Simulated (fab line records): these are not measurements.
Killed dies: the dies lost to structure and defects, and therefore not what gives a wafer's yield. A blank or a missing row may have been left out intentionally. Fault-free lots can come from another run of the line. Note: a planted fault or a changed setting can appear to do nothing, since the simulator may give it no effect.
Chamber matching -- flow nand_harc -- 4 sister chambers for NHARC_A_STAIRCASE_ETCHBACK_157 on rie_diel-02
The step etches the open film in CH3F/O2, target depth 90 nm, time 167.14 s. 16 wafers are shown with their chamber, then 8 later ones without.

== WAFERS, EACH WITH ITS CHAMBER ==
wafer,chamber,drypump_motor_current_A (A),showerhead_plenum_p_Torr (Torr),rf_vpp_V (V)
L075.1,1,6.0,2.29,241.1
L075.2,2,5.3,2.37,243.1
L075.3,3,5.2,2.41,244.3
L085.2,2,5.3,2.37,242.9
L085.3,1,6.0,2.29,241.5
L085.6,3,5.2,2.41,243.0
L083.4,3,5.2,2.41,243.6
L083.5,2,5.4,2.36,242.8
L083.6,3,5.2,2.41,243.5
L088.1,0,5.8,2.35,241.8
L088.2,1,6.0,2.29,241.1
L088.4,3,5.2,2.40,243.9
L091.2,0,5.8,2.35,242.6
L091.4,3,5.2,2.40,242.8
L091.5,2,5.3,2.36,242.3
L094.1,1,6.0,2.28,241.9

SIGNATURES (means of the wafers above)
reading,chamber 0,chamber 1,chamber 2,chamber 3,scatter within a chamber
drypump_motor_current_A,5.800,6.000,5.325,5.200,0.025
showerhead_plenum_p_Torr,2.3500,2.2875,2.3650,2.4067,0.00507
rf_vpp_V,242.200,241.400,242.775,243.517,0.47
Rule: for each reading, subtract the chamber's mean from the wafer's reading, divide by that reading's scatter and square the result; add these up over the readings and take the root, which gives the wafer's distance from the chamber. If the next closest chamber is less than 2 further off than the closest, the wafer can't be placed; otherwise it belongs to the closest. The scatter is the square root of a quotient: the sum, over the shown wafers, of each reading's squared deviation from its chamber's mean, divided by wafers minus chambers.

== WAFERS MISSING THEIR CHAMBER ==
wafer,drypump_motor_current_A (A),showerhead_plenum_p_Torr (Torr),rf_vpp_V (V)
L094.2,5.9,2.35,242.4
L094.3,5.2,2.40,244.7
L096.1,5.4,2.36,243.5
L096.4,5.2,2.40,241.7
L096.6,5.3,2.36,242.2
L097.1,5.8,2.35,243.7
L097.4,5.2,2.40,242.7
L097.5,6.0,2.28,244.0

== THE CHAMBER EACH PASSED THROUGH ==
wafer,from the rows above,in truth
L094.2,0,0
L094.3,3,3
L096.1,2,2
L096.4,3,3
L096.6,2,2
L097.1,0,0
L097.4,3,3
L097.5,1,1
Correctly placed: 8 of 8. Can't be placed from these rows: 0. 0 placed wrongly.
